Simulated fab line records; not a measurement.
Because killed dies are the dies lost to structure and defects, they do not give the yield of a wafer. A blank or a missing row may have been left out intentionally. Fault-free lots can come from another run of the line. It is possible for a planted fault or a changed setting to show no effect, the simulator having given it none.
fab line records	flow n5_finfet
[record] lots = 7	wafers = 19	last_day = 16
route steps=1938 shown BEOL_M14@1745 PASSIVATION@1936
lots with no fault: from the same line, run without faults
start_h: hours from the record's opening day to when the first of the lot's shown wafers began	wait_h: hours since the lot's step before	" identical to the entry in the row above	L1.1+2: a single row standing in for several wafers	- no value, or no start was given	* or withheld: withheld	< > ~ a bound
route shown NAME@n: names a module that has steps shown in the file, with the first one's number in the route	usual: mean/standard deviation taken from wafers without a fault	same: alike in all rows	chamber/n: place in a boat	sites: readings site by site	_std_site: the values' standard deviation	_edge_site: the outer-site mean with the inner-site mean subtracted	radius_mm: how far each site lies from the wafer's centre	mask NAME#n: copy n	behind: the last tool/chamber to shape the wafer	hold: cause of the lot's hold/its duration in hours/its outcome	device: which transistor (n, p or np) failed to switch	end of line: tests run on the same wafers once the route is complete	step lacking rows: just its recipe	killed: dies lost to structure and defects at the first sort, not the wafer's yield	map: a wafer's dies, x killed, . not, _ none there
set.NAME: the setting that was run; set.NAME@STEP: the one run at that earlier step	model.NAME: the simulator's own value behind a step, which no gauge read
a table for each step, a row for each wafer; lots at some steps of the route
services: when a tool's chamber went out of use (start_h, in hours from the record's first day, below 0 if earlier), for how many hours, and the reason
[[steps]]
[step N5_BEOL_M14_HARDBAKE_32]
[recipe] temp_c = 130	time_s = 120
[step N5_BEOL_M14_CD_MEAS_28]
[recipe] target_cd_nm = 284.4	landing_energy_ev = 500	detector = se_inlens
[usual] cd_nm = 285.6/2.5
lot.wafer	tool	chamber	start_h	wait_h	cd_nm
L464.1	cd_sem-01	0	273.64	-	285.1
L464.2	"	0	"	"	285.4
L464.5	"	0	"	"	287.4
L470.2	cd_sem-02	0	297.08	-	285.1
L470.4	"	0	"	"	288.3
L470.6	"	0	"	"	287.5
L468.3	cd_sem-03	0	297.29	-	284.4
L468.4	"	0	"	"	281.8
L468.6	"	0	"	"	287.7
L475.1	cd_sem-01	0	328.82	-	285.1
L475.3	"	0	"	"	283.8
L479.1	cd_sem-03	0	343.99	-	290.1
L479.2	"	0	"	"	284.6
L479.6	"	0	"	"	289.2
L476.1	cd_sem-01	0	344.39	-	284.0
L476.3	"	0	"	"	285.1
L482.2	cd_sem-03	0	364.06	-	285.7
L482.3	"	0	"	"	284.0
L482.6	"	0	"	"	283.6
[step N5_BEOL_M14_OVL_MEAS_29]
[recipe] points_per_wafer = 44
[usual] M14_OVL = 0/4.9
[same] points_per_wafer = 44
lot.wafer	tool	chamber	start_h	wait_h	M14_OVL[nm]
L464.1	overlay-01	0	273.67	0.0	-5
L464.2	"	0	"	"	5
L464.5	"	0	"	"	-6
L470.2	overlay-01	0	297.11	0.0	-1
L470.4	"	0	"	"	-7
L470.6	"	0	"	"	0
L468.3	overlay-01	0	297.32	0.0	1
L468.4	"	0	"	"	6
L468.6	"	0	"	"	-1
L475.1	overlay-02	0	328.85	0.0	9
L475.3	"	0	"	"	0
L479.1	overlay-02	0	344.02	0.0	-2
L479.2	"	0	"	"	-3
L479.6	"	0	"	"	0
L476.1	overlay-02	0	344.45	0.1	5
L476.3	"	0	"	"	-2
L482.2	overlay-02	0	364.09	0.0	1
L482.3	"	0	"	"	7
L482.6	"	0	"	"	3
[step N5_BEOL_M14_INSPECT_30]
[recipe] mode = adi	inspect_instrument = macro
[usual] raw_defect_count = 2.1/1.4
lot.wafer	tool	chamber	start_h	wait_h	raw_defect_count
L464.1	defect_inspect-01	-	273.70	0.0	0
L464.2	"	-	"	"	1
L464.5	"	-	"	"	3
L470.2	defect_inspect-01	-	297.13	0.0	2
L470.4	"	-	"	"	1
L470.6	"	-	"	"	2
L468.3	defect_inspect-01	-	297.35	0.0	1
L468.4	"	-	"	"	1
L468.6	"	-	"	"	1
L475.1	defect_inspect-02	-	328.88	0.0	3
L475.3	"	-	"	"	2
L479.1	defect_inspect-01	-	344.04	0.0	2
L479.2	"	-	"	"	1
L479.6	"	-	"	"	0
L476.1	defect_inspect-01	-	344.48	0.0	5
L476.3	"	-	"	"	0
L482.2	defect_inspect-02	-	364.11	0.0	5
L482.3	"	-	"	"	1
L482.6	"	-	"	"	5
[step N5_BEOL_M14_DESCUM_33]
[recipe] chemistry = O2	time_s = 7.9	source_power_w = 50	bias_power_w = 20	pressure_mtorr = 20	rf_frequency_hz = 2.712e+07	temp_c = 40	o2_flow_sccm = 225
[step N5_BEOL_M14_ETCH_67]
[recipe] chemistry = CF4	target = SiARC	target_depth_a = 1430	time_s = 238.3	ion_energy_ev = 80	pressure_mtorr = 40	source_w = 545	bias_w = 36	Ar_flow_sccm = 100	cf4_flow_sccm = 100	ends = cleared
[step N5_BEOL_M14_ETCH_68]
[recipe] chemistry = N2/H2	target = SOC	mask_material = SiARC	source_w = 3000	bias_w = 350	temp_c = 40	time_s = 450	ion_energy_ev = 200	pressure_mtorr = 30	n2_flow_sccm = 200	h2_flow_sccm = 200
[usual] drypump_motor_current_A = 5.7/0.34	oes_product_au = 0.80/0.075	rf_fwd_power_W = 2995/9	rf_vpp_V = 524.0/1.9	showerhead_plenum_p_Torr = 2.55/0.072	throttle_valve_pct = 17.73/0.21
[same] time_s = 450
lot.wafer	tool	chamber	start_h	wait_h	drypump_motor_current_A	oes_product_au	rf_fwd_power_W	rf_hours_counter_h	rf_vpp_V	showerhead_plenum_p_Torr	throttle_valve_pct
L464.1	rie_diel-04	2	273.91	0.1	5.5	0.69	3004	228	525.7	2.62	17.65
L464.2	"	1	"	"	5.4	0.68	2969	244	522.9	2.49	17.60
L464.5	"	1	"	"	5.4	0.68	2978	-	522.3	2.49	17.61
L470.2	rie_diel-04	3	297.53	0.1	6.2	0.75	2991	121	521.6	2.43	17.55
L470.4	"	1	"	"	5.4	0.67	2991	-	523.0	2.49	17.60
L470.6	"	0	"	"	6.2	0.83	2978	-	524.2	2.58	17.66
L468.3	rie_diel-06	0	297.70	0.1	5.6	0.79	2988	94	521.4	2.49	17.71
L468.4	"	3	"	"	6.0	0.78	3009	143	523.6	2.54	17.62
L468.6	"	3	"	"	6.0	0.78	3003	-	523.3	2.54	17.61
L475.1	rie_diel-01	0	329.09	0.1	5.1	0.79	2992	90	524.5	2.61	17.94
L475.3	"	2	"	"	5.9	0.88	2997	43	526.6	2.70	17.96
L479.1	rie_diel-04	0	344.71	0.1	6.2	0.81	2997	100	523.4	2.57	17.69
L479.2	"	3	"	"	6.1	0.73	2995	141	522.0	2.42	17.60
L479.6	"	0	"	"	6.2	0.81	2989	-	524.7	2.57	17.69
L476.1	rie_diel-01	3	344.82	0.1	5.5	0.77	2994	130	524.9	2.55	17.97
L476.3	"	0	"	"	5.2	0.79	2995	96	523.8	2.60	17.95
L482.2	rie_diel-01	1	364.33	0.1	5.6	0.94	2994	9	526.9	2.62	17.97
L482.3	"	3	"	"	5.5	0.77	2985	138	522.8	2.55	17.98
L482.6	"	1	"	"	5.6	0.95	2982	-	525.8	2.62	17.98
[step N5_BEOL_M14_STRIP_69]
[recipe] chemistry = N2/H2	temp_c = 40	n2_flow_sccm = 200	h2_flow_sccm = 200	rf_frequency_hz = 6e+07
[step N5_BEOL_M14_TRENCH_ETCH_34]
[recipe] chemistry = C4F8/O2/Ar	target = SiO2	target_depth_a = 5566.5	mask_material = SOC	he_inner_torr = 15	he_outer_torr = 30	time_s = 126.9	ion_energy_ev = 800	pressure_mtorr = 20	source_w = 1905	bias_w = 2040	Ar_flow_sccm = 400	C4F8_flow_sccm = 16	O2_flow_sccm = 12
[usual] drypump_motor_current_A = 5.7/0.34	mfc_ar_sccm = 399.8/1.2	oes_ar_750_au = 0.80/0.072	oes_product_au = 0.80/0.078	rf_fwd_power_W = 1899/5.8	rf_vpp_V = 2241/58	showerhead_plenum_p_Torr = 3.45/0.089	throttle_valve_pct = 30.9/0.32
[same] time_s = 126.9
lot.wafer	tool	chamber	start_h	wait_h	drypump_motor_current_A	mfc_ar_sccm	oes_ar_750_au	oes_product_au	rf_fwd_power_W	rf_hours_counter_h	rf_vpp_V	showerhead_plenum_p_Torr	throttle_valve_pct
L464.1	rie_diel-04	2	274.18	0.0	5.5	399.8	0.70	0.71	1899	228	2147	3.53	30.7
L464.2	"	1	"	"	5.4	401.0	0.68	0.67	1904	244	2275	3.40	30.7
L464.5	"	1	"	"	5.4	399.1	0.67	0.66	1898	-	2275	3.40	30.7
L470.2	rie_diel-04	3	297.81	0.0	6.1	400.8	0.76	0.75	1892	121	2235	3.35	31.0
L470.4	"	1	"	"	5.5	400.7	0.67	0.66	1904	-	2274	3.39	30.7
L470.6	"	0	"	"	6.2	399.9	0.82	0.83	1900	-	2301	3.47	30.7
L468.3	rie_diel-06	0	297.98	0.0	5.6	399.0	0.77	0.75	1896	94	2341	3.33	30.4
L468.4	"	3	"	"	6.0	400.4	0.79	0.78	1902	143	2141	3.44	30.8
L468.6	"	3	"	"	6.0	400.7	0.79	0.78	1898	-	2140	3.44	30.8
L475.1	rie_diel-01	0	329.37	0.0	5.1	401.0	0.82	0.82	1902	90	2164	3.45	30.7
L475.3	"	2	"	"	5.8	400.5	0.87	0.85	1889	43	2233	3.68	31.6
L479.1	rie_diel-04	0	344.99	0.0	6.2	401.1	0.79	0.81	1894	101	2298	3.45	30.7
L479.2	"	3	"	"	6.2	399.8	0.75	0.73	1897	142	2235	3.34	31.0
L479.6	"	0	"	"	6.2	402.9	0.79	0.80	1902	-	2299	3.45	30.7
L476.1	rie_diel-01	3	345.09	0.0	5.5	398.3	0.76	0.76	1886	130	2271	3.41	30.8
L476.3	"	0	"	"	5.1	398.8	0.81	0.80	1901	97	2165	3.44	30.7
L482.2	rie_diel-01	1	364.61	0.0	5.6	399.7	0.93	0.94	1902	10	2273	3.48	31.0
L482.3	"	3	"	"	5.5	401.5	0.75	0.76	1890	138	2270	3.41	30.9
L482.6	"	1	"	"	5.6	400.6	0.93	0.95	1908	-	2274	3.48	31.0
[step N5_BEOL_M14_STRIP_70]
[recipe] chemistry = C4F8/O2/Ar	resist = SiARC	rf_frequency_hz = 6e+07
[step N5_BEOL_M14_OCD_MEAS_35]
[usual] trench_depth_nm = 556/22
lot.wafer	tool	chamber	start_h	wait_h	trench_depth_nm
L464.1	ocd-02	-	274.34	0.0	584
L464.2	"	-	"	"	538
L464.5	"	-	"	"	535
L470.2	ocd-02	-	297.96	0.0	546
L470.4	"	-	"	"	534
L470.6	"	-	"	"	568
L468.3	ocd-01	-	298.13	0.0	523
L468.4	"	-	"	"	559
L468.6	"	-	"	"	559
L475.1	ocd-01	-	329.52	0.0	577
L475.3	"	-	"	"	535
L479.1	ocd-02	-	345.14	0.0	570
L479.2	"	-	"	"	545
L479.6	"	-	"	"	565
L476.1	ocd-01	-	345.25	0.0	537
L476.3	"	-	"	"	575
L482.2	ocd-02	-	364.76	0.0	547
L482.3	"	-	"	"	542
L482.6	"	-	"	"	551
[step N5_BEOL_M14_STRIP_37]
[recipe] chemistry = O2	power_w = 600	temp_c = 60	pressure_mtorr = 30	rf_frequency_hz = 6e+07	bias_power_w = 0	overash_fraction = 0.3	o2_flow_sccm = 225
[step N5_BEOL_M14_ETCH_38]
[recipe] chemistry = CF4/N2	target = SiCN	target_depth_a = 1065	taper_deg = 2	time_s = 120.6	ion_energy_ev = 150	mask_material = SiO2	pressure_mtorr = 40	source_w = 430	bias_w = 70	Ar_flow_sccm = 100	cf4_flow_sccm = 60	n2_flow_sccm = 60
[usual] drypump_motor_current_A = 5.69/0.29	mfc_ar_sccm = 100.0/0.31	oes_product_au = 0.81/0.075	rf_fwd_power_W = 428.6/1.3	rf_vpp_V = 382.8/1.7	showerhead_plenum_p_Torr = 2.23/0.06	throttle_valve_pct = 15.46/0.22
[same] time_s = 120.6
lot.wafer	tool	chamber	start_h	wait_h	drypump_motor_current_A	mfc_ar_sccm	oes_product_au	rf_fwd_power_W	rf_hours_counter_h	rf_vpp_V	showerhead_plenum_p_Torr	throttle_valve_pct	model.etch.depth_nm	model.SiO2_of_BEOL_M14_ILD_DEP_00.thk_nm
L464.1	rie_diel-06	1	275.17	-	5.93	99.6	0.97	426.7	14	383.6	2.27	15.30	104.3	1046
L464.2	"	2	"	"	5.65	99.3	0.81	429.4	121	382.6	2.22	15.67	101.8	1041
L464.5	"	2	"	"	5.67	99.5	0.80	428.9	-	381.4	2.22	15.66	101	1048
L470.2	rie_diel-01	3	299.37	-	5.48	99.8	0.78	428.8	110	383.1	2.21	15.56	94.79	1034
L470.4	"	2	"	"	5.84	100.1	0.88	431.1	32	386.4	2.36	15.63	93.26	1038
L470.6	"	1	"	"	5.57	99.9	0.70	429.5	-	384.7	2.27	15.89	95.36	1053
L468.3	rie_diel-06	2	302.16	-	5.65	100.0	0.79	429.1	131	383.5	2.22	15.67	101.1	1020
L468.4	"	1	"	"	5.93	100.5	0.94	426.6	24	384.5	2.26	15.32	101.9	1058
L468.6	"	1	"	"	5.91	100.2	0.94	429.1	-	383.2	2.26	15.34	102.8	1053
L475.1	rie_diel-06	0	332.02	-	5.54	99.6	0.52	426.8	105	381.6	2.14	15.15	44.92	1074
L475.3	"	3	"	"	6.06	100.0	0.53	428.6	154	384.4	2.21	15.35	48.08	1077
L479.1	rie_diel-06	0	345.99	-	5.53	99.3	0.51	427.7	110	380.9	2.14	15.16	45.83	1075
L479.2	"	2	"	"	5.65	100.1	0.80	428.9	146	382.8	2.21	15.72	102.4	1054
L479.6	"	3	"	"	6.04	100.1	0.76	430.2	-	381.4	2.20	15.38	95.51	1057
L476.1	rie_diel-06	3	349.20	-	6.02	99.6	0.52	427.6	159	382.0	2.20	15.38	47.65	1072
L476.3	"	0	"	"	5.54	99.9	0.52	427.7	111	381.8	2.14	15.15	45.69	1074
L482.2	rie_diel-04	2	367.76	-	5.45	100.5	1.01	428.4	3	382.7	2.26	14.90	104.2	1070
L482.3	"	3	"	"	6.16	100.2	0.71	429.7	150	381.1	2.11	15.37	93.2	1073
L482.6	"	1	"	"	5.43	99.5	0.88	427.8	-	380.3	2.17	15.07	95.23	1083
[step N5_BEOL_M14_PRECLEAN_39]
[recipe] chemistry = residue_remover	time_s = 60	temp_c = 40
[step N5_BEOL_M14_SRD_40]
[recipe] time_s = 30	temp_c = 23	rinse_liquid = diw	dry = n2_spin	spin_rpm = 1500	dry_time_s = 30
[step N5_BEOL_M14_DEGAS_41]
[recipe] ambient = vacuum	temp_c = 300	time_s = 60
[step N5_BEOL_M14_PRE_CLEAN_42]
[recipe] gas = H2/He	time_s = 30	temp_c = 300
[usual] heater_power_w = 455/27
[same] time_s = 30
lot.wafer	tool	chamber	start_h	wait_h	heater_power_w
L464.1	pvd_sputter-01	-	275.58	0.0	465
L464.2	"	-	"	"	399
L464.5	"	-	"	"	388
L470.2	pvd_sputter-03	-	300.02	0.0	477
L470.4	"	-	"	"	477
L470.6	"	-	"	"	486
L468.3	pvd_sputter-03	-	302.66	0.0	479
L468.4	"	-	"	"	461
L468.6	"	-	"	"	459
L475.1	pvd_sputter-03	-	332.93	0.0	479
L475.3	"	-	"	"	474
L479.1	pvd_sputter-02	-	346.66	0.0	452
L479.2	"	-	"	"	488
L479.6	"	-	"	"	430
L476.1	pvd_sputter-01	-	349.71	0.0	466
L476.3	"	-	"	"	443
L482.2	pvd_sputter-02	-	368.30	0.0	449
L482.3	"	-	"	"	449
L482.6	"	-	"	"	486
[step N5_BEOL_M14_SPUTTER_43]
[recipe] material = TaN	target_thk_a = 150	temp_c = 50	bias_v = 168.6	power_w = 15000	chamber_pressure_pa = 0.12	time_s = 24.19
[usual] throttle_valve_pct = 29.8/1.2
[same] time_s = 24.19
lot.wafer	tool	chamber	start_h	wait_h	throttle_valve_pct
L464.1	pvd_sputter-01	-	275.62	0.0	29.1
L464.2	"	-	"	"	29.2
L464.5	"	-	"	"	29.3
L470.2	pvd_sputter-03	-	300.06	0.0	30.1
L470.4	"	-	"	"	28.3
L470.6	"	-	"	"	30.0
L468.3	pvd_sputter-03	-	302.70	0.0	30.1
L468.4	"	-	"	"	30.0
L468.6	"	-	"	"	28.4
L475.1	pvd_sputter-03	-	332.97	0.0	30.3
L475.3	"	-	"	"	30.2
L479.1	pvd_sputter-02	-	346.70	0.0	30.6
L479.2	"	-	"	"	27.8
L479.6	"	-	"	"	29.1
L476.1	pvd_sputter-01	-	349.75	0.0	29.0
L476.3	"	-	"	"	31.2
L482.2	pvd_sputter-02	-	368.34	0.0	30.4
L482.3	"	-	"	"	32.1
L482.6	"	-	"	"	28.0
[step N5_BEOL_M14_SPUTTER_44]
[recipe] material = Ta	target_thk_a = 150	temp_c = 50	bias_v = 80	power_w = 15000	chamber_pressure_pa = 0.07	time_s = 24.19
[step N5_BEOL_M14_SPUTTER_45]
[recipe] material = Cu	target_thk_a = 1000	temp_c = -20	bias_v = 60	power_w = 26000	chamber_pressure_pa = 0.13	time_s = 16.67
[step N5_BEOL_M14_ECD_47]
[recipe] material = Cu	target_thk_a = 12480
[step N5_BEOL_M14_ANNEAL_48]
[recipe] temp_c = 225	time_s = 90	ambient = N2
[usual] anneal_temp_c_max = 226.2/0.34	wafer_temp_C_max = 225.85/0.21
[same] time_s = 90
lot.wafer	tool	chamber	start_h	wait_h	anneal_temp_c_max	wafer_temp_C_max
L464.1	rtp_anneal-01	0	276.09	0.1	225.8	225.68
L464.2	"	0	"	"	225.8	225.87
L464.5	"	0	"	"	226.3	226.54
L470.2	rtp_anneal-01	0	300.65	0.3	226.0	225.67
L470.4	"	0	"	"	225.9	225.98
L470.6	"	0	"	"	225.8	225.53
L468.3	rtp_anneal-02	0	303.27	0.2	226.3	225.54
L468.4	"	0	"	"	226.8	225.71
L468.6	"	0	"	"	226.5	225.59
L475.1	rtp_anneal-02	0	333.43	0.1	226.3	225.98
L475.3	"	0	"	"	226.6	225.73
L479.1	rtp_anneal-01	0	347.22	0.2	226.3	225.62
L479.2	"	0	"	"	226.1	226.03
L479.6	"	0	"	"	226.2	225.98
L476.1	rtp_anneal-01	0	350.24	0.1	226.1	225.92
L476.3	"	0	"	"	226.0	225.78
L482.2	rtp_anneal-01	0	368.85	0.2	225.9	226.00
L482.3	"	0	"	"	226.4	225.79
L482.6	"	0	"	"	226.1	225.93
[step N5_BEOL_M14_CMP_49]
[recipe] stop_on = SiO2	t_overpolish_s = 5.2	down_force_psi = 2	platen_rpm = 80	clearing_platen_down_force_psi = 2	clearing_platen_rpm = 80	post_cmp_clean = cu_alkaline	target_thk_nm = 560	clearing_platen_pad_velocity_m_s = 1.5917	pad_velocity_m_s = 1.5917
[usual] barrier_field_endpoint_s = 11.6/0.41	motor_current_A = 8.4/0.6	overpolish_run_s = 5.199/0.0096	time_to_endpoint_s = 125/6.7
lot.wafer	tool	chamber	start_h	wait_h	barrier_field_endpoint_s	motor_current_A	overpolish_run_s	time_to_endpoint_s	model.SiO2_of_BEOL_M14_ILD_DEP_00.thk_nm
L464.2	cmp-02	0	276.38	0.2	11.7	9.3	5.211	121	1026
L464.1	"	3	"	"	12.0	8.0	5.215	132	1031
L464.5	"	0	"	"	11.8	9.5	5.193	124	1033
L470.4	cmp-03	0	300.91	0.1	11.6	8.3	5.205	126	1023
L470.2	"	3	"	"	11.8	9.0	5.186	131	1019
L470.6	"	0	"	"	11.9	8.5	5.211	127	1038
L468.3	cmp-02	1	303.47	0.2	12.6	7.9	5.192	138	1005
L468.4	"	2	"	"	12.1	8.6	5.207	137	1043
L468.6	"	1	"	"	12.4	7.7	5.195	140	1038
L475.1	cmp-03	0	333.78	0.3	11.7	8.8	5.189	125	1059
L475.3	"	1	"	"	11.6	7.9	5.200	120	1062
L479.2	cmp-02	2	347.52	0.2	11.6	9.0	5.185	132	1039
L479.1	"	3	"	"	11.3	8.2	5.215	126	1060
L479.6	"	3	"	"	11.7	8.1	5.193	127	1042
L476.1	cmp-03	0	350.53	0.3	11.9	8.5	5.201	125	1057
L476.3	"	1	"	"	11.1	7.7	5.210	120	1059
L482.2	cmp-02	0	369.14	0.2	11.2	9.0	5.202	118	1055
L482.3	"	1	"	"	12.2	7.9	5.193	136	1058
L482.6	"	0	"	"	11.3	9.1	5.198	123	1068
[step N5_BEOL_M14_THK_MEAS_50]
[recipe] thk_meas_gauge = xrf	reads = Cu_of_BEOL_M14_ECD_47
[usual] M14_THK = 572/24
lot.wafer	tool	chamber	start_h	wait_h	M14_THK[nm]
L464.1	film_metro-02	-	276.68	-	598
L464.2	"	-	"	"	548
L464.5	"	-	"	"	549
L470.2	film_metro-02	-	301.20	-	550
L470.4	"	-	"	"	539
L470.6	"	-	"	"	574
L468.3	film_metro-01	-	303.77	-	547
L468.4	"	-	"	"	585
L468.6	"	-	"	"	584
L475.1	film_metro-01	-	334.04	-	592
L475.3	"	-	"	"	544
L479.1	film_metro-02	-	347.81	-	591
L479.2	"	-	"	"	564
L479.6	"	-	"	"	582
L476.1	film_metro-02	-	350.83	-	562
L476.3	"	-	"	"	598
L482.2	film_metro-02	-	369.40	-	551
L482.3	"	-	"	"	550
L482.6	"	-	"	"	557
[step N5_PASSIVATION_PROBE_49]
[usual] defect_limited_yield = 91.4/1.6	killed_at_M0_to_M3 = 35/10	killed_at_M4_up = 12/4.7	killed_at_contacts = 12/5.8	killed_at_front_end = 38/12	killed_at_other = 4/3.2	killed_dies = 102/18	killed_on_rim = 13/4.2	killed_open = 68/14	killed_short = 32/8	sort_bin_5_function = 5.1/0.96	sort_bin_6_memory = 3.2/0.77	sort_n_pass = 1078/20	sort_yield_pct = 91.3/1.7
[same] gross_dies = 1180	killed_at_back_side = 0	sort_bin_4_leakage[%] = 0	sort_bin_8_speed[%] = 0
lot.wafer	tool	chamber	start_h	wait_h	defect_limited_yield[%]	killed_at_M0_to_M3	killed_at_M4_up	killed_at_contacts	killed_at_front_end	killed_at_other	killed_dies	killed_on_rim	killed_open	killed_short	sort_bin_5_function[%]	sort_bin_6_memory[%]	sort_n_pass	sort_yield_pct[%]
L475.1	prober-02	-	359.58	0.9	93.9	33	7	6	25	1	72	6	51	21	3.8	2.2	1108	93.9
L475.3	prober-02	-	359.68	1.0	91.6	21	21	7	49	1	99	15	75	24	4.9	3.3	1081	91.6
L482.2	prober-02	-	390.80	0.4	90.8	25	18	22	40	3	108	8	64	43	4.9	3.8	1072	90.8
L482.3	prober-02	-	390.85	0.5	89.4	52	12	16	42	3	125	19	80	45	6.0	4.2	1055	89.4
L482.6	prober-02	-	391.00	0.6	90.0	39	27	14	38	0	118	13	88	30	6.4	3.3	1062	90.0
// killed by level:class
L475.1 FIN_SAQP:geometric_particle:open=14 BEOL_M2:geometric_particle:open=9 BEOL_M1:geometric_particle:open=6 MOL_CONTACT_COAG:geometric_particle:open=6 FIN_SAQP:geometric_particle:short=5 BEOL_M3:geometric_particle:open=5 BEOL_M0_SAQP:geometric_particle:short=4 BEOL_M0:geometric_particle:open=3
L475.3 FIN_SAQP:geometric_particle:open=13 STI_FIN_REVEAL:geometric_particle:open=13 BEOL_M4:geometric_particle:open=11 BEOL_M0_SAQP:geometric_particle:open=7 STARTING-WAFER:geometric_particle:open=6 FIN_SAQP:geometric_particle:short=5 MOL_CONTACT_COAG:geometric_particle:open=4 BEOL_M3:geometric_particle:open=4
L482.2 MOL_CONTACT_COAG:geometric_particle:open=15 FIN_SAQP:geometric_particle:short=13 BEOL_M4:geometric_particle:open=9 BEOL_M3:geometric_particle:open=8 FIN_SAQP:geometric_particle:open=7 MOL_CONTACT_COAG:geometric_particle:short=6 BEOL_M0_SAQP:geometric_particle:short=6 GATE_CUT:geometric_particle:short=3
L482.3 MOL_CONTACT_COAG:geometric_particle:open=16 FIN_SAQP:geometric_particle:short=12 BEOL_M0_SAQP:geometric_particle:short=12 BEOL_M0_SAQP:geometric_particle:open=10 BEOL_M1:geometric_particle:open=10 BEOL_M0:geometric_particle:open=8 FIN_SAQP:geometric_particle:open=7 BEOL_M4:geometric_particle:open=5
L482.6 BEOL_M4:geometric_particle:open=18 FIN_SAQP:geometric_particle:open=12 MOL_CONTACT_COAG:geometric_particle:open=11 BEOL_M0_SAQP:geometric_particle:short=8 BEOL_M1:geometric_particle:open=8 BEOL_M2:geometric_particle:open=7 BEOL_M0_SAQP:geometric_particle:open=4 FIN_SAQP:geometric_particle:short=4
[[services]]
tool	chamber	start_h	hours	kind
cmp-02	-	267.38	1.9	repair
rie_diel-04	0	276.72	15.8	repair
cmp-02	-	287.51	1.1	repair
cmp-02	-	289.55	2.3	repair
rie_diel-04	3	290.02	5.1	repair
rie_diel-04	2	293.54	9.1	repair
rie_diel-04	1	302.68	-	clean
rie_diel-04	1	302.68	-	consumable_replace:focus_ring
rie_diel-04	1	302.68	12.8	scheduled_down
rie_diel-04	1	302.68	12.8	vent_cycle
rie_diel-01	1	325.37	-	clean
rie_diel-01	1	325.37	-	consumable_replace:focus_ring
rie_diel-01	1	325.37	12.6	scheduled_down
rie_diel-01	1	325.37	12.6	vent_cycle
rie_diel-04	3	327.77	1.6	repair
rie_diel-04	2	340.26	-	clean
rie_diel-04	2	340.26	-	consumable_replace:focus_ring
rie_diel-04	2	340.26	17.9	scheduled_down
rie_diel-04	2	340.26	17.9	vent_cycle
pvd_sputter-01	-	346.24	2.4	repair
rie_diel-01	2	366.86	2.7	repair
[[key]]
[first_sign] step = N5_BEOL_M14_ETCH_38	reading = oes_product_au	direction = down	sigmas = 3.8	usual = 0.81	struck = 0.52
effect none on later readings
[model_effect] step = N5_BEOL_M14_ETCH_38	value = etch.depth_nm	without = 92.35	struck = 46.44
[model_effect] step = N5_BEOL_M14_CMP_49	value = SiO2_of_BEOL_M14_ILD_DEP_00.thk_nm	without = 1029	struck = 1059
met_at N5_BEOL_M14_ETCH_38
struck_wafers L475.1,L475.3,L476.1,L476.3,L479.1
onset_between 302.16 332.02
[fault] kind = process_parameter_drift	tool = rie_diel-06	chamber = -	onset_h = 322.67	steps = N5_BEOL_M14_ETCH_38	channel = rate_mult	offset = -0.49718	shape = step	end_h = 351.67	scope = struck_wafers_only
